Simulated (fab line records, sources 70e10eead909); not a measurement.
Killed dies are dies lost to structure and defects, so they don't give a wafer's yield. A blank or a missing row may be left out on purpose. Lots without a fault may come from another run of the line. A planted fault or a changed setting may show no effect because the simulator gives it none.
A struck lot beside a sound one | flow nand_harc | 14 steps out of a route of 1302
Sound: wafers L293.1, L293.2, L293.4. Struck: wafer L303.4. (L303.1, L303.3 of the same lot were not struck and are left out.) The cause comes at the end.
At each step with rows: each side's tool, then ch and its chambers, then its first start. Under that, the readings that differ: sound wafers | struck wafers | difference of the means | sigmas: that difference in standard deviations of wafers without a fault.
alike: readings whose means differ by less than 2 such deviations, and words and numbers that are the same on both sides. not compared: withheld readings, readings that some wafer has no value for, bounds like >300 that may hide the same value, and numbers for which the record gives no deviation and whose values overlap.
The two part at a step that has a row with sigmas, a row that says differs or no value, or rows on one side only. Numbers that don't overlap but have no deviation are shown without sigmas and don't part them. A reading that every wafer of one side lacks parts them only if that side has two wafers or more.

first, 1 step without rows for these wafers: NHARC_A_ONON_D1_DEP_03 (target thk 1000 nm).
NHARC_A_ONON_D1_THK_MEAS_05: measures by ellipsometry.
  sound on film_metro-01, day 11 02:14; struck on film_metro-01, day 14 15:02
  alike: thk_nm
then, 1 step without rows for these wafers: NHARC_A_ONON_D1_DEP_06 (target thk 1000 nm).
NHARC_A_ONON_D1_THK_MEAS_08: measures by ellipsometry.
  sound on film_metro-02, day 11 02:49; struck on film_metro-01, day 14 15:37
  alike: thk_nm
then, 1 step without rows for these wafers: NHARC_A_ONON_D1_DEP_09 (target thk 1000 nm).
NHARC_A_ONON_D1_THK_MEAS_11: measures by ellipsometry.
  sound on film_metro-02, day 11 03:22; struck on film_metro-01, day 14 16:11
  reading     | sound       | struck | difference | sigmas
  thk_nm (nm) | 996 995 996 | 1027   | +31        | +2
then, 1 step without rows for these wafers: NHARC_A_ONON_D1_DEP_12 (target thk 1000 nm).
NHARC_A_ONON_D1_THK_MEAS_14: measures by ellipsometry.
  sound on film_metro-02, day 11 03:56; struck on film_metro-02, day 14 16:45
  alike: thk_nm
then, 2 steps without rows for these wafers: NHARC_A_ONON_D1_ANNEAL_15 (time 3600 s); NHARC_A_ONON_D1_DEP_16 (target thk 1000 nm).
NHARC_A_ONON_D1_THK_MEAS_18: measures by ellipsometry.
  sound on film_metro-02, day 11 11:43; struck on film_metro-02, day 15 00:34
  alike: thk_nm
NHARC_A_ONON_D1_DEP_19: target thk 1000 nm.
  sound on pecvd_onon-04 ch 0, day 11 11:47; struck on pecvd_onon-02 ch 0, day 15 00:37
  alike: n2_flow_sccm, susceptor_temp_C
NHARC_A_ONON_D1_THK_MEAS_21: measures by ellipsometry.
  sound on film_metro-02, day 11 12:17; struck on film_metro-02, day 15 01:18
  reading     | sound          | struck | difference | sigmas
  thk_nm (nm) | 1005 1005 1003 | 626    | -378       | -29
  not compared: hold
-- the record jumps here: 16 days lie between the struck wafers' starts before and after (it left off in module A_ONON_D1 and takes up again in module END, whose first step shown is number 1302 of the route) --
NHARC_END_SORT_01:
  sound on prober-01 ch 0, day 27 20:34; struck on prober-01 ch 0, day 31 09:56
  reading         | sound    | struck                   | difference                   | sigmas
  hold            | - - -    | await_dispo/1.6h/release | no value on the sound wafers |
  killed_at_array | 52 69 59 | 671                      | +611                         | +32
  killed_dies     | 54 71 62 | 677                      | +615                         | +32
  alike: killed_at_other, killed_at_periphery, killed_open, killed_short

WHERE THEY PART
First at NHARC_A_ONON_D1_THK_MEAS_11; last, within this record, at NHARC_END_SORT_01.

WHY: what the simulator had put in
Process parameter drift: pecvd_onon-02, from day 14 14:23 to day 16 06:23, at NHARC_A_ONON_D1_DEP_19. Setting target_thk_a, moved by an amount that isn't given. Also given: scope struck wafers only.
